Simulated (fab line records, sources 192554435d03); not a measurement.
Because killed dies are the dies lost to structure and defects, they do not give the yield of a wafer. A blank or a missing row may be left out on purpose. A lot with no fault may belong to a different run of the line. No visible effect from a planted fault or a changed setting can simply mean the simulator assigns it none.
Matching of chambers || flow n5 finfet || N5_BEOL_M6_CURE_74 on uv cure-03 has 3 sister chambers
The step cures SiCOH lowk, time 240 s. 20 wafers are shown with their chamber, then 10 later ones without.

== WAFERS PAIRED WITH THEIR CHAMBERS ==
{"wafer": "L079.2", "chamber": 2, "wafer_temp_C_max": 386.7, "lamp power pct (%)": 52.32}
{"wafer": "L079.4", "chamber": 2, "wafer_temp_C_max": 387.2, "lamp power pct (%)": 52.31}
{"wafer": "L079.6", "chamber": 2, "wafer_temp_C_max": 387.1, "lamp power pct (%)": 52.28}
{"wafer": "L087.1", "chamber": 2, "wafer_temp_C_max": 387.4, "lamp power pct (%)": 52.28}
{"wafer": "L087.4", "chamber": 2, "wafer_temp_C_max": 387.8, "lamp power pct (%)": 52.33}
{"wafer": "L087.6", "chamber": 2, "wafer_temp_C_max": 387.9, "lamp power pct (%)": 52.31}
{"wafer": "L088.1", "chamber": 0, "wafer_temp_C_max": 385.8, "lamp power pct (%)": 52.33}
{"wafer": "L088.4", "chamber": 0, "wafer_temp_C_max": 386.5, "lamp power pct (%)": 52.23}
{"wafer": "L088.5", "chamber": 0, "wafer_temp_C_max": 386.2, "lamp power pct (%)": 52.37}
{"wafer": "L089.1", "chamber": 1, "wafer_temp_C_max": 387.9, "lamp power pct (%)": 52.35}
{"wafer": "L089.3", "chamber": 1, "wafer_temp_C_max": 387.3, "lamp power pct (%)": 52.27}
{"wafer": "L089.5", "chamber": 1, "wafer_temp_C_max": 386.6, "lamp power pct (%)": 52.38}
{"wafer": "L089.2", "chamber": 1, "wafer_temp_C_max": 387.6, "lamp power pct (%)": 52.30}
{"wafer": "L089.4", "chamber": 1, "wafer_temp_C_max": 387.0, "lamp power pct (%)": 52.38}
{"wafer": "L089.6", "chamber": 1, "wafer_temp_C_max": 387.0, "lamp power pct (%)": 52.37}
{"wafer": "L090.2", "chamber": 0, "wafer_temp_C_max": 387.1, "lamp power pct (%)": 52.35}
{"wafer": "L090.3", "chamber": 0, "wafer_temp_C_max": 386.4, "lamp power pct (%)": 52.37}
{"wafer": "L090.6", "chamber": 0, "wafer_temp_C_max": 386.5, "lamp power pct (%)": 52.28}
{"wafer": "L091.1", "chamber": 0, "wafer_temp_C_max": 386.6, "lamp power pct (%)": 52.26}
{"wafer": "L091.3", "chamber": 0, "wafer_temp_C_max": 386.4, "lamp power pct (%)": 52.33}

SIGNATURES, as means of the wafers listed above
{"reading": "wafer_temp_C_max", "chamber 0": 386.438, "chamber 1": 387.233, "chamber 2": 387.350, "scatter within a chamber": 0.423}
{"reading": "lamp power pct", "chamber 0": 52.3150, "chamber 1": 52.3417, "chamber 2": 52.3050, "scatter within a chamber": 0.0434}
Rule: for each reading, subtract the chamber's mean from the wafer's reading, divide by that reading's scatter and square the result; add these up over the readings and take the root, which gives the wafer's distance from the chamber. The wafer belongs to the nearest chamber; if the next one is less than 2 further off, it can't be placed. How the scatter is found: for the shown wafers, subtract from each reading the mean of its chamber, square and add these, divide the total by (wafers less chambers), then take the root.

== WAFERS WITH NO CHAMBER GIVEN ==
{"wafer": "L091.6", "wafer_temp_C_max": 386.7, "lamp power pct (%)": 52.29}
{"wafer": "L093.1", "wafer_temp_C_max": 386.7, "lamp power pct (%)": 52.26}
{"wafer": "L093.4", "wafer_temp_C_max": 387.5, "lamp power pct (%)": 52.33}
{"wafer": "L093.6", "wafer_temp_C_max": 386.8, "lamp power pct (%)": 52.27}
{"wafer": "L093.2", "wafer_temp_C_max": 387.0, "lamp power pct (%)": 52.24}
{"wafer": "L093.3", "wafer_temp_C_max": 386.7, "lamp power pct (%)": 52.21}
{"wafer": "L093.5", "wafer_temp_C_max": 387.6, "lamp power pct (%)": 52.35}
{"wafer": "L096.2", "wafer_temp_C_max": 387.1, "lamp power pct (%)": 52.38}
{"wafer": "L096.3", "wafer_temp_C_max": 387.1, "lamp power pct (%)": 52.41}
{"wafer": "L096.5", "wafer_temp_C_max": 387.8, "lamp power pct (%)": 52.39}

== WHICH CHAMBER EACH ONE RAN IN ==
{"wafer": "L091.6", "from the rows above": "can't be placed: 0 or 2 or 1", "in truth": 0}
{"wafer": "L093.1", "from the rows above": "can't be placed: 0 or 2 or 1", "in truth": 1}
{"wafer": "L093.4", "from the rows above": "can't be placed: 2 or 1 or 0", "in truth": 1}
{"wafer": "L093.6", "from the rows above": "can't be placed: 0 or 2 or 1", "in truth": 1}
{"wafer": "L093.2", "from the rows above": "can't be placed: 2 or 0 or 1", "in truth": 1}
{"wafer": "L093.3", "from the rows above": "can't be placed: 0 or 2 or 1", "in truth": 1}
{"wafer": "L093.5", "from the rows above": "can't be placed: 1 or 2 or 0", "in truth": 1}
{"wafer": "L096.2", "from the rows above": "can't be placed: 1 or 2 or 0", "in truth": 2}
{"wafer": "L096.3", "from the rows above": "can't be placed: 1 or 2 or 0", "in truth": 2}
{"wafer": "L096.5", "from the rows above": "can't be placed: 1 or 2 or 0", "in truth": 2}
Correctly placed: 0 of 10. Not placeable from these rows: 10 (in 10, the candidates include the true chamber). Placed wrongly: 0.
